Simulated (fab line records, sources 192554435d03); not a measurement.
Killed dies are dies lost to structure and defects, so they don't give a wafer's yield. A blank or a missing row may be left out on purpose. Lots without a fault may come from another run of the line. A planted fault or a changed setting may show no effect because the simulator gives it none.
A struck lot beside a sound one | flow n5_finfet | 16 steps out of a route of 1938
Sound: wafers L366.3, L366.4, L366.6. Struck: wafers L375.2, L375.3, L375.4. The cause comes at the end.
At each step with rows: each side's tool, then ch and its chambers, then its first start. Under that, the readings that differ: sound wafers | struck wafers | difference of the means | sigmas: that difference in standard deviations of wafers without a fault.
alike: readings whose means differ by less than 2 such deviations, and words and numbers that are the same on both sides. not compared: withheld readings, readings that some wafer has no value for, bounds like >300 that may hide the same value, and numbers for which the record gives no deviation and whose values overlap.
The two part at a step that has a row with sigmas, a row that says differs or no value, or rows on one side only. Numbers that don't overlap but have no deviation are shown without sigmas and don't part them. A reading that every wafer of one side lacks parts them only if that side has two wafers or more.

first, 3 steps without rows for these wafers: N5_BEOL_M2_SPUTTER_79 (material Cu, target thk 4.5 nm, time 8.29 s); N5_BEOL_M2_ANNEAL_80 (time 240 s); N5_BEOL_M2_SPUTTER_81 (material Cu, target thk 4.5 nm, time 8.29 s).
N5_BEOL_M2_ANNEAL_82: time 240 s.
  sound on pvd_sputter-03, day 8 09:32; struck on pvd_sputter-03, day 10 06:25
  alike: heater_power_w
then, 2 steps without rows for these wafers: N5_BEOL_M2_SPUTTER_86 (material Cu, target thk 4.5 nm, time 8.29 s); N5_BEOL_M2_ANNEAL_87 (time 240 s).
N5_BEOL_M2_SPUTTER_88: material Cu, target thk 4.5 nm, time 8.29 s.
  sound on pvd_sputter-03, day 8 09:53; struck on pvd_sputter-03, day 10 06:47
  alike: chamber_pressure_pa, chuck_gas_flow_sccm, substrate_temp_c, throttle_valve_pct
N5_BEOL_M2_ANNEAL_89: time 240 s.
  sound on pvd_sputter-03, day 8 09:58; struck on pvd_sputter-03, day 10 06:52
  alike: heater_power_w
N5_BEOL_M2_SPUTTER_90: material Cu, target thk 4.5 nm, time 8.29 s.
  sound on pvd_sputter-03, day 8 10:07; struck on pvd_sputter-03, day 10 07:00
  alike: chamber_pressure_pa, chuck_gas_flow_sccm, substrate_temp_c, throttle_valve_pct
then, 3 steps without rows for these wafers: N5_BEOL_M2_ANNEAL_91 (time 240 s); N5_BEOL_M2_SPUTTER_92 (material Cu, target thk 4.5 nm, time 8.29 s); N5_BEOL_M2_ANNEAL_93 (time 240 s).
N5_BEOL_M2_SPUTTER_94: material Cu, target thk 4.5 nm, time 8.29 s.
  sound on pvd_sputter-03, day 8 10:33; struck on pvd_sputter-03, day 10 07:26
  no value came back on the struck wafers for chamber_pressure_pa (Pa), chuck_gas_flow_sccm (sccm), substrate_temp_c (C), throttle_valve_pct (%); on the sound wafers chamber_pressure_pa (Pa) reads 0.06999 0.07006 0.06978
N5_BEOL_M2_ANNEAL_95: time 240 s.
  sound on pvd_sputter-03, day 8 10:38; struck on pvd_sputter-03, day 10 07:31
  alike: heater_power_w
N5_BEOL_M4_RC_MEAS_101:
  sound on prober-01 ch 0, day 9 07:32; struck on prober-02 ch 0, day 11 07:17
  reading        | sound             | struck            | difference | sigmas
  DIBL_N (mV/V)  | 35.2 31.6 34.8    | 37.1 35.9 39.8    | +3.7       | +2
  IOFF_N (nA/um) | 0.132 0.093 0.130 | 0.157 0.142 0.235 | +0.060     | +2
  IOFF_P (nA/um) | 0.17 0.13 0.17    | 0.23 0.22 0.31    | +0.10      | +3
  SS_N (mV/dec)  | 71.7 70.1 70.1    | 72.2 72.0 73.0    | +1.8       | +3
  VT_P (mV)      | -257 -259 -256    | -246 -248 -246    | +11        | +3
  alike: DIBL_P, ION_N, ION_P, SS_P, VT_N
-- the record jumps here: 4 days lie between the struck wafers' starts before and after (it left off in module BEOL_M4 and takes up again in module PASSIVATION, whose first step shown is number 1936 of the route) --
N5_PASSIVATION_PROBE_49:
  the record has rows for the struck wafers here (prober-02, day 15 12:15) and none for the sound ones

WHERE THEY PART
First at N5_BEOL_M2_SPUTTER_94; last, within this record, at N5_PASSIVATION_PROBE_49.

WHY: what the simulator had put in
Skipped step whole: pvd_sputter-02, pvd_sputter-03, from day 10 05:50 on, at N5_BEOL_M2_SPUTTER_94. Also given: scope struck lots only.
